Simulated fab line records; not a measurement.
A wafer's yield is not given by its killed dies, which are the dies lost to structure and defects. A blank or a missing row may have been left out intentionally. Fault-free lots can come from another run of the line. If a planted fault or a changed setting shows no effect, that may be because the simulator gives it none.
fab line records	flow nand_harc	part 1 of 2: steps 1 to 3 of 6
record: lots: 23	wafers: 69	last_day: 33
route steps=1302 shown A_CONTACT@1093 A_BLC@1121 A_M0@1161
lots that met no fault: from a run of the same line without faults
start_h: start of the lot's first displayed wafer, in hours after the record's first day	wait_h: hours elapsed since this lot's preceding step	" as in the row above	L1.1+2: several wafers, shown together as one row	- either no value or no given start	* or withheld: withheld	< > ~ a bound
route shown NAME@n: a module of which the file shows steps, and the number in the route of the first	usual: mean/standard deviation taken from wafers without a fault	same: alike in all rows	chamber/n: place in a boat	sites: each site's reading	_std_site: standard deviation of those values	_edge_site: mean of outer sites minus mean of inner sites	radius_mm: for every site, how far away it sits from the centre of the wafer	mask NAME#n: copy n	behind: the tool/chamber that last shaped the wafer	hold: the reason the lot was held/the length of the hold in hours/how it ended	device: the transistor (n, p or np) that didn't switch	end of line: the route-end tests of the same wafers	step lacking rows: just its recipe	killed: dies that structure and defects cost at the first sort, which is not the same as the wafer's yield	map: shows each die of a wafer: x if killed, . if not, _ if none is there
set.NAME: the setting as run; set.NAME@STEP: as run at that earlier step	model.NAME: the simulator's own value behind a step, which no gauge read
route steps across a sampled set of lots; one table per step, one row per wafer
services: the hour from which a tool's chamber was out of use, counted from the record's first day as start_h (under 0 if before that day), plus the number of hours and why
== steps ==
step: NHARC_A_CONTACT_ETCH_98
recipe: target_depth_a: 200	over_etch_frac: 0.5	time_s: 10	ion_energy_ev: 250	c4f6_flow_sccm: 25	o2_flow_sccm: 20	ar_flow_sccm: 500	rf_w: 600	bias_w: 500	chemistry: C4F6/O2
usual: drypump_motor_current_A: 5.8/0.37	oes_product_au: 0.950/0.012	rf_vpp_V: 545.2/2.5	showerhead_plenum_p_Torr: 3.84/0.11	throttle_valve_pct: 26.904/0.009
lot.wafer	tool	chamber	start_h	wait_h	drypump_motor_current_A	oes_product_au	rf_hours_counter_h	rf_vpp_V	showerhead_plenum_p_Torr	throttle_valve_pct
L074.1	rie_diel-12	0	-	-	5.8	0.942	11	548.8	3.97	26.911
L074.4	"	1	"	"	6.3	0.965	11	546.2	3.94	26.916
L074.3	"	2	"	"	5.2	0.963	12	547.1	3.88	26.894
L076.1	rie_diel-12	1	-	-	6.3	0.947	13	547.8	3.94	26.902
L076.3	"	3	"	"	5.8	0.947	14	541.2	3.67	26.906
L076.2	"	0	"	"	5.8	0.951	13	547.4	3.97	26.902
L075.3	rie_diel-12	1	531.97	0.1	6.2	0.949	13	547.0	3.94	26.913
L075.6	"	0	"	"	5.8	0.944	-	548.0	3.97	26.906
L075.4	"	1	"	"	6.3	0.958	-	546.5	3.94	26.908
L077.2	rie_diel-12	3	538.54	0.2	5.8	0.987	16	543.8	3.67	26.909
L077.1	"	0	"	"	5.8	0.973	15	548.4	3.97	26.897
L077.5	"	3	"	"	5.8	0.974	-	541.2	3.67	26.885
L079.2	rie_diel-12	1	-	-	6.3	0.955	19	546.8	3.93	26.900
L079.3	"	2	"	"	5.3	0.952	15	545.1	3.88	26.919
L079.5	"	0	"	"	5.8	0.936	-	548.0	3.97	26.899
L078.2	rie_diel-12	3	-	-	5.8	0.962	21	541.6	3.67	26.908
L078.3	"	0	"	"	5.8	0.940	21	546.9	3.97	26.901
L078.6	"	2	"	"	5.2	0.958	-	545.9	3.88	26.895
L080.1	rie_diel-04	0	-	-	5.5	0.955	3	543.0	3.81	26.907
L080.3	"	1	"	"	5.7	0.946	4	546.6	3.89	26.902
L080.6	"	0	"	"	5.5	0.953	-	544.3	3.81	26.909
L081.3	rie_diel-12	2	-	-	5.2	0.939	17	547.1	3.88	26.894
L081.1	"	0	"	"	5.8	0.930	22	547.4	3.97	26.895
L081.5	"	2	"	"	5.2	0.936	-	546.4	3.88	26.913
L083.4	rie_diel-07	2	-	-	6.7	0.959	47	548.0	3.94	26.913
L083.2	"	0	"	"	6.3	0.957	50	543.5	3.79	26.884
L083.5	"	2	"	"	6.7	0.964	-	547.0	3.94	26.901
L084.1	rie_diel-04	1	-	-	5.7	0.958	24	546.5	3.88	26.904
L084.4	"	2	"	"	5.3	0.988	13	542.6	3.74	26.915
L084.3	"	3	"	"	6.2	0.938	21	542.5	3.67	26.912
L082.4	rie_diel-04	1	-	-	5.7	0.958	24	546.0	3.88	26.905
L082.1	"	2	"	"	5.3	0.943	14	542.8	3.74	26.892
L082.5	"	3	"	"	6.2	0.946	-	542.3	3.67	26.908
L085.2	rie_diel-04	2	-	-	5.3	0.936	14	542.1	3.74	26.906
L085.4	"	3	"	"	6.2	0.941	21	542.4	3.67	26.904
L085.3	"	1	"	"	5.7	0.940	25	545.8	3.88	26.888
L088.3	rie_diel-12	2	-	-	5.2	0.945	1	544.6	3.88	26.905
L088.1	"	0	"	"	5.8	0.946	2	546.7	3.96	26.917
L088.5	"	2	"	"	5.2	0.945	-	546.7	3.87	26.911
L086.1	rie_diel-12	1	-	-	6.2	0.943	2	546.4	3.93	26.882
L086.4	"	2	"	"	5.2	0.953	2	545.9	3.88	26.899
L086.5	"	1	"	"	6.3	0.950	-	547.3	3.93	26.893
L089.2	rie_diel-12	3	-	-	5.8	0.960	4	541.6	3.66	26.885
L089.6	"	3	"	"	5.8	0.960	-	541.5	3.66	26.898
L089.5	"	0	"	"	5.8	0.948	-	549.0	3.96	26.914
L091.2	rie_diel-12	0	-	-	5.8	0.966	9	549.4	3.96	26.898
L091.6	"	2	"	"	5.2	0.966	-	546.4	3.87	26.906
L091.5	"	3	"	"	5.8	0.960	-	541.9	3.66	26.898
L087.1	rie_diel-04	1	697.43	0.1	5.7	0.950	46	544.9	3.87	26.921
L087.2	"	2	"	"	5.3	0.946	38	543.7	3.72	26.906
L087.3	"	0	"	"	5.5	0.963	54	544.3	3.78	26.909
L092.3	rie_diel-12	2	-	-	5.2	0.949	13	545.7	3.87	26.906
L092.6	"	0	"	"	5.8	0.933	-	547.1	3.95	26.903
L092.5	"	1	"	"	6.3	0.945	-	547.0	3.92	26.915
L096.4	rie_diel-12	2	-	-	5.2	0.944	16	546.9	3.87	26.900
L096.2	"	0	"	"	5.8	0.970	14	547.3	3.95	26.906
L096.5	"	2	"	"	5.2	0.946	-	546.6	3.87	26.900
L094.2	rie_diel-12	1	-	-	6.2	0.932	16	545.0	3.92	26.900
L094.1	"	2	"	"	5.2	0.934	17	545.6	3.87	26.904
L094.3	"	3	"	"	5.8	0.957	16	541.0	3.66	26.913
L095.2	rie_diel-12	2	-	-	5.2	0.960	18	545.5	3.87	26.906
L095.4	"	3	"	"	5.8	0.961	16	540.4	3.65	26.909
L095.5	"	3	"	"	5.8	0.962	-	539.8	3.66	26.910
L093.1	rie_diel-12	3	-	-	5.8	0.953	17	542.4	3.65	26.893
L093.3	"	0	"	"	5.8	0.945	17	546.6	3.95	26.910
L093.2	"	1	"	"	6.2	0.937	18	547.3	3.92	26.905
L097.1	rie_diel-12	1	-	-	6.3	0.961	19	547.9	3.92	26.911
L097.5	"	3	"	"	5.8	0.950	-	541.2	3.65	26.905
L097.6	"	0	"	"	5.8	0.949	-	547.1	3.95	26.907
step: NHARC_A_CONTACT_ETCH_110
recipe: target_depth_a: 600	overetch_a: 60	time_s: 33	ion_energy_ev: 100	cf4_flow_sccm: 80	o2_flow_sccm: 20	ar_flow_sccm: 0	rf_w: 300	bias_w: 100	chemistry: CF4/O2
usual: cf4_flow_sccm: 80.01/0.25	drypump_motor_current_A: 5.8/0.4	oes_product_au: 1.001/0.0079	rf_vpp_V: 197.1/1.2	showerhead_plenum_p_Torr: 1.31/0.04	throttle_valve_pct: 13.397/0.0085
lot.wafer	tool	chamber	start_h	wait_h	cf4_flow_sccm	drypump_motor_current_A	oes_product_au	rf_hours_counter_h	rf_vpp_V	showerhead_plenum_p_Torr	throttle_valve_pct
L074.1	rie_diel-04	1	521.61	0.2	80.29	5.7	1.004	45	197.1	1.33	13.386
L074.3	"	2	"	"	80.27	5.3	1.000	49	196.4	1.27	13.402
L074.4	"	2	"	"	80.08	5.3	1.003	-	198.6	1.27	13.390
L076.2	rie_diel-12	1	529.32	0.1	80.13	6.2	1.005	13	196.6	1.34	13.402
L076.3	"	2	"	"	79.95	5.2	1.012	13	196.3	1.32	13.387
L076.1	"	3	"	"	80.31	5.8	1.002	14	196.3	1.24	13.399
L075.3	rie_diel-12	1	532.38	0.1	80.13	6.2	1.007	13	197.1	1.34	13.400
L075.6	"	0	"	"	80.08	5.8	0.996	-	196.5	1.35	13.390
L075.4	"	1	"	"	80.22	6.3	1.005	-	198.0	1.34	13.390
L077.2	rie_diel-07	3	539.28	0.2	79.49	5.3	0.999	23	198.2	1.35	13.383
L077.1	"	0	"	"	79.98	6.2	1.002	21	195.4	1.29	13.390
L077.5	"	3	"	"	79.69	5.3	1.009	-	198.7	1.35	13.396
L079.3	rie_diel-12	0	551.04	0.0	79.94	5.8	0.986	19	198.6	1.35	13.393
L079.2	"	2	"	"	79.88	5.2	1.000	15	196.3	1.32	13.390
L079.5	"	0	"	"	80.13	5.8	0.997	-	197.9	1.35	13.416
L078.2	rie_diel-12	2	564.23	0.1	79.81	5.2	1.008	17	194.9	1.32	13.389
L078.3	"	3	"	"	80.31	5.8	1.014	21	194.9	1.24	13.392
L078.6	"	1	"	"	79.31	6.2	1.007	-	197.7	1.34	13.380
L080.1	rie_diel-12	2	569.37	0.1	80.01	5.2	0.997	17	197.5	1.32	13.405
L080.3	"	0	"	"	80.22	5.8	0.998	22	197.7	1.35	13.394
L080.6	"	3	"	"	79.78	5.8	0.994	-	196.0	1.24	13.395
L081.1	rie_diel-12	2	570.62	0.1	79.81	5.2	0.990	17	198.0	1.32	13.401
L081.3	"	3	"	"	80.08	5.8	1.004	22	195.5	1.24	13.409
L081.5	"	2	"	"	79.99	5.2	0.992	-	197.9	1.32	13.396
L083.4	rie_diel-04	1	618.03	0.0	79.53	5.7	1.013	19	198.2	1.32	13.405
L083.2	"	0	"	"	80.11	5.5	1.007	19	197.0	1.29	13.400
L083.5	"	1	"	"	79.72	5.7	1.006	-	195.5	1.32	13.405
L084.4	rie_diel-04	1	625.33	0.1	80.39	5.7	1.010	24	196.8	1.32	13.396
L084.1	"	3	"	"	80.15	6.2	1.001	21	195.1	1.24	13.392
L084.3	"	0	"	"	80.21	5.5	1.015	23	195.3	1.29	13.396
L082.1	rie_diel-04	0	626.79	0.1	79.56	5.5	1.006	24	196.0	1.29	13.397
L082.4	"	1	"	"	80.12	5.7	1.013	24	197.8	1.32	13.398
L082.5	"	3	"	"	80.17	6.2	0.990	-	194.9	1.24	13.400
L085.2	rie_diel-07	2	628.57	0.1	80.11	6.6	1.015	50	199.3	1.34	13.400
L085.3	"	3	"	"	80.06	5.3	1.001	55	199.1	1.34	13.393
L085.4	"	0	"	"	80.01	6.2	1.017	52	195.6	1.28	13.395
L088.3	rie_diel-12	2	641.79	0.1	79.58	5.2	0.990	1	197.4	1.32	13.414
L088.1	"	3	"	"	79.95	5.8	0.999	2	195.7	1.24	13.392
L088.5	"	2	"	"	79.49	5.2	0.994	-	197.9	1.32	13.392
L086.4	rie_diel-12	3	643.80	0.1	80.18	5.8	1.002	2	195.8	1.24	13.423
L086.1	"	1	"	"	80.28	6.3	1.009	2	198.0	1.34	13.391
L086.5	"	2	"	"	79.92	5.2	1.000	-	197.3	1.32	13.415
L089.2	rie_diel-12	1	658.00	0.1	80.20	6.2	1.000	4	199.4	1.34	13.387
L089.6	"	0	"	"	80.15	5.8	0.993	-	198.0	1.35	13.398
L089.5	"	1	"	"	79.81	6.2	0.993	-	198.1	1.34	13.402
L091.2	rie_diel-07	0	693.97	0.5	80.27	6.3	0.999	11	196.3	1.28	13.420
L091.5	"	2	"	"	79.91	6.6	0.991	-	197.5	1.34	13.396
L091.6	"	3	"	"	79.92	5.4	1.008	-	197.4	1.34	13.411
L087.2	rie_diel-04	0	697.84	0.1	80.02	5.5	1.009	54	197.2	1.28	13.397
L087.3	"	1	"	"	80.26	5.7	1.005	46	197.2	1.31	13.396
L087.1	"	2	"	"	80.32	5.3	1.005	38	197.1	1.26	13.381
L092.3	rie_diel-12	3	705.06	0.6	80.29	5.8	1.010	13	196.3	1.24	13.395
L092.6	"	0	"	"	80.00	5.8	0.992	-	198.9	1.35	13.402
L092.5	"	1	"	"	80.46	6.2	1.003	-	198.1	1.33	13.399
L096.2	rie_diel-07	0	719.72	0.1	80.13	6.3	1.003	22	195.6	1.28	13.398
L096.4	"	1	"	"	79.58	5.7	0.997	21	197.8	1.32	13.391
L096.5	"	1	"	"	79.74	5.7	1.001	-	196.0	1.32	13.404
L094.3	rie_diel-12	3	722.68	0.1	79.78	5.8	1.003	16	196.0	1.24	13.395
L094.2	"	1	"	"	79.91	6.2	0.993	16	198.9	1.33	13.388
L094.1	"	2	"	"	80.33	5.2	0.992	17	197.3	1.31	13.400
L095.4	rie_diel-04	0	728.22	0.1	80.29	5.5	1.006	1	196.6	1.28	13.394
L095.2	"	1	"	"	80.13	5.7	1.002	1	197.3	1.31	13.387
L095.5	"	1	"	"	80.02	5.7	1.007	-	196.5	1.31	13.405
L093.3	rie_diel-12	1	738.26	0.1	80.20	6.3	0.998	18	198.9	1.33	13.392
L093.2	"	2	"	"	80.18	5.2	1.009	19	196.4	1.31	13.396
L093.1	"	3	"	"	79.46	5.8	1.014	17	196.0	1.24	13.400
L097.1	rie_diel-12	2	742.14	0.1	79.96	5.2	0.999	19	198.1	1.31	13.385
L097.5	"	2	"	"	80.19	5.2	0.991	-	198.9	1.31	13.403
L097.6	"	3	"	"	80.23	5.8	1.000	-	195.9	1.24	13.394
step: NHARC_A_BLC_ETCH_16
recipe: target_depth_a: 390	over_etch_frac: 0.3	time_s: 65	ion_energy_ev: 80	cf4_flow_sccm: 150	ar_flow_sccm: 0	rf_w: 300	bias_w: 100	chemistry: CF4
usual: cf4_flow_sccm: 150.0/0.43	drypump_motor_current_A: 5.8/0.34	oes_product_au: 1.001/0.007	rf_vpp_V: 151.6/1.3	showerhead_plenum_p_Torr: 1.79/0.074	throttle_valve_pct: 13.284/0.0085
lot.wafer	tool	chamber	start_h	wait_h	cf4_flow_sccm	drypump_motor_current_A	oes_product_au	rf_hours_counter_h	rf_vpp_V	showerhead_plenum_p_Torr	throttle_valve_pct
L074.1	rie_diel-01	0	524.58	0.1	150.3	5.7	1.000	50	152.3	1.70	13.277
L074.4	"	2	"	"	150.5	5.1	0.997	41	151.7	1.77	13.289
L074.3	"	3	"	"	150.0	5.1	1.005	51	151.3	1.83	13.293
L076.3	rie_diel-03	1	532.25	0.1	150.4	5.8	0.999	5	151.2	1.75	13.288
L076.1	"	2	"	"	149.8	6.3	1.007	6	153.3	1.87	13.286
L076.2	"	3	"	"	149.3	6.1	1.013	6	150.2	1.66	13.281
L075.4	rie_diel-05	0	535.38	0.1	150.4	6.2	1.005	7	151.3	1.81	13.281
L075.3	"	2	"	"	149.8	5.8	0.993	8	153.5	1.88	13.281
L075.6	"	0	"	"	150.2	6.1	1.001	-	150.7	1.81	13.300
L077.1	rie_diel-05	0	542.19	0.1	150.1	6.1	1.008	8	152.7	1.81	13.283
L077.2	"	1	"	"	149.8	5.3	0.995	8	151.9	1.83	13.280
L077.5	"	0	"	"	149.4	6.1	1.006	-	152.3	1.81	13.289
L079.3	rie_diel-05	3	554.02	0.1	150.2	5.7	1.009	9	150.9	1.85	13.283
L079.2	"	1	"	"	149.9	5.3	1.009	10	154.3	1.83	13.291
L079.5	"	3	"	"	149.4	5.7	1.005	-	152.1	1.85	13.280
L078.2	rie_diel-05	1	567.19	0.1	149.2	5.3	0.996	11	151.8	1.83	13.293
L078.3	"	2	"	"	150.0	5.8	1.008	11	152.4	1.88	13.296
L078.6	"	1	"	"	149.7	5.3	1.001	-	153.1	1.83	13.286
L080.1	rie_diel-05	3	573.22	0.1	150.1	5.7	1.004	11	153.5	1.85	13.300
L080.3	"	0	"	"	149.3	6.2	1.010	11	151.9	1.81	13.286
L080.6	"	2	"	"	148.8	5.8	0.993	-	151.8	1.88	13.286
L081.3	rie_diel-03	1	573.55	0.1	150.6	5.9	1.000	10	151.6	1.75	13.293
L081.1	"	0	"	"	150.8	5.7	1.003	9	151.2	1.72	13.279
L081.5	"	1	"	"	149.6	5.9	1.001	-	151.7	1.75	13.289
L083.4	rie_diel-03	3	620.96	0.1	149.9	6.1	1.002	13	150.5	1.66	13.296
L083.2	"	1	"	"	149.7	5.8	0.994	13	152.1	1.75	13.279
L083.5	"	3	"	"	150.2	6.1	1.007	-	149.7	1.65	13.281
L084.4	rie_diel-01	1	628.23	0.1	150.1	5.1	1.002	17	151.1	1.89	13.280
L084.3	"	3	"	"	149.7	5.1	1.009	17	152.5	1.82	13.277
L084.1	"	0	"	"	149.9	5.7	1.000	17	148.5	1.70	13.282
L082.4	rie_diel-05	1	630.04	0.1	150.3	5.3	0.993	1	150.7	1.83	13.283
L082.1	"	0	"	"	150.2	6.2	0.995	2	152.5	1.80	13.291
L082.5	"	2	"	"	149.5	5.8	1.009	-	153.5	1.88	13.289
L085.3	rie_diel-05	2	631.49	0.1	150.0	5.7	1.002	2	153.1	1.88	13.270
L085.2	"	0	"	"	149.4	6.1	0.990	2	151.7	1.80	13.283
L085.4	"	1	"	"	150.6	5.3	0.996	2	152.4	1.83	13.278
L088.1	rie_diel-03	2	646.35	0.1	150.7	6.3	1.002	0	153.8	1.87	13.275
L088.3	"	3	"	"	150.5	6.1	1.016	0	149.3	1.65	13.275
L088.5	"	1	"	"	150.1	5.8	0.990	-	151.4	1.75	13.280
L086.4	rie_diel-05	3	647.34	0.1	150.5	5.7	0.995	3	152.6	1.85	13.290
L086.1	"	1	"	"	149.7	5.3	1.005	3	152.2	1.83	13.290
L086.5	"	3	"	"	150.0	5.7	1.002	-	154.0	1.85	13.285
L089.2	rie_diel-01	0	661.00	0.1	149.7	5.7	0.998	33	151.0	1.69	13.292
L089.5	"	3	"	"	149.6	5.1	1.007	-	152.5	1.81	13.276
L089.6	"	0	"	"	149.9	5.7	0.996	-	149.9	1.69	13.271
L091.2	rie_diel-03	0	696.93	0.1	150.2	5.7	1.012	3	150.0	1.72	13.281
L091.6	"	2	"	"	150.4	6.2	0.992	-	152.2	1.86	13.289
L091.5	"	3	"	"	150.2	6.1	1.023	-	150.5	1.65	13.293
L087.3	rie_diel-05	3	700.71	0.1	150.6	5.7	1.008	6	152.3	1.85	13.296
L087.1	"	0	"	"	149.6	6.2	0.992	5	151.5	1.80	13.286
L087.2	"	2	"	"	149.4	5.8	0.997	6	152.6	1.88	13.296
L092.3	rie_diel-05	2	707.97	0.1	150.0	5.8	0.999	7	152.5	1.88	13.285
L092.6	"	1	"	"	150.9	5.3	0.985	-	152.5	1.83	13.276
L092.5	"	2	"	"	149.8	5.8	1.001	-	152.7	1.88	13.276
L096.4	rie_diel-03	3	722.67	0.1	150.5	6.1	1.004	5	148.5	1.65	13.294
L096.2	"	2	"	"	149.3	6.2	0.998	5	153.0	1.86	13.291
L096.5	"	0	"	"	150.4	5.6	0.995	-	151.5	1.72	13.290
L094.1	rie_diel-03	1	725.47	0.1	149.3	5.8	0.990	5	150.9	1.75	13.294
L094.2	"	2	"	"	150.2	6.2	0.999	5	152.7	1.86	13.284
L094.3	"	0	"	"	150.6	5.6	0.998	6	152.9	1.72	13.293
L095.2	rie_diel-03	1	731.94	0.1	149.8	5.9	0.985	7	150.2	1.75	13.290
L095.4	"	2	"	"	149.8	6.3	0.993	7	151.0	1.86	13.268
L095.5	"	0	"	"	149.6	5.7	1.001	-	149.4	1.72	13.282
L093.3	rie_diel-05	2	741.38	0.1	150.0	5.8	1.007	9	151.7	1.87	13.278
L093.2	"	3	"	"	149.7	5.7	0.993	9	151.7	1.85	13.279
L093.1	"	0	"	"	149.1	6.2	0.991	9	152.9	1.80	13.294
L097.1	rie_diel-03	3	745.06	0.1	149.9	6.1	1.015	8	148.0	1.65	13.279
L097.6	"	3	"	"	149.5	6.1	1.013	-	149.1	1.65	13.262
L097.5	"	0	"	"	149.9	5.6	1.004	-	151.5	1.72	13.279
